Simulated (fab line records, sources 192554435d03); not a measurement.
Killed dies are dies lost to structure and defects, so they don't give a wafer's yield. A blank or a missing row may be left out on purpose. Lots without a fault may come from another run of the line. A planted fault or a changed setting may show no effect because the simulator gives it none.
Chamber matching | flow n5_finfet | N5_BEOL_M0_SAQP_HM_OPEN_112 on rie_diel-01: 4 sister chambers
The step chemistry CHF3/O2, target SiO2, stops on a-Si, target depth 12 nm, time 13.5 s. 8 wafers are shown with their chamber, then 10 later ones without.

WAFERS WITH THEIR CHAMBER
wafer  | chamber | showerhead_plenum_p_Torr (Torr) | drypump_motor_current_A (A)
L076.3 | 3       | 2.46                            | 5.6
L078.5 | 3       | 2.46                            | 5.5
L081.3 | 0       | 2.55                            | 5.8
L083.1 | 0       | 2.55                            | 5.8
L083.4 | 2       | 2.34                            | 4.8
L083.5 | 1       | 2.42                            | 5.7
L089.1 | 2       | 2.33                            | 4.9
L089.4 | 1       | 2.42                            | 5.7

WAFERS WITHOUT THEIR CHAMBER
wafer  | showerhead_plenum_p_Torr (Torr) | drypump_motor_current_A (A)
L089.6 | 2.42                            | 5.7
L091.1 | 2.46                            | 5.5
L091.2 | 2.42                            | 5.7
L091.3 | 2.33                            | 4.8
L093.1 | 2.33                            | 4.8
L093.5 | 2.33                            | 4.9
L093.6 | 2.45                            | 5.5
L095.2 | 2.33                            | 4.9
L095.4 | 2.41                            | 5.7
L095.5 | 2.41                            | 5.7

WHICH CHAMBER EACH WENT THROUGH
wafer  | from the rows above | in truth
L089.6 | 1                   | 1
L091.1 | 3                   | 3
L091.2 | 1                   | 1
L091.3 | 2                   | 2
L093.1 | 2                   | 2
L093.5 | 2                   | 2
L093.6 | 3                   | 3
L095.2 | 2                   | 2
L095.4 | 1                   | 1
L095.5 | 1                   | 1
Placed correctly: 10 of 10. Can't be placed from these rows: 0. Placed wrongly: 0.
How it was worked out, from the rows above alone: a wafer's distance from a chamber is the root of the sum, over the readings, of the square of ((its reading less the chamber's mean) divided by the reading's scatter). The wafer belongs to the nearest chamber; if the next one is less than 2 further off, it can't be placed. A chamber's mean is the mean of its shown wafers. The scatter: the root of (the sum of the squares of (reading less its chamber's mean) over the shown wafers, divided by (wafers less chambers)).
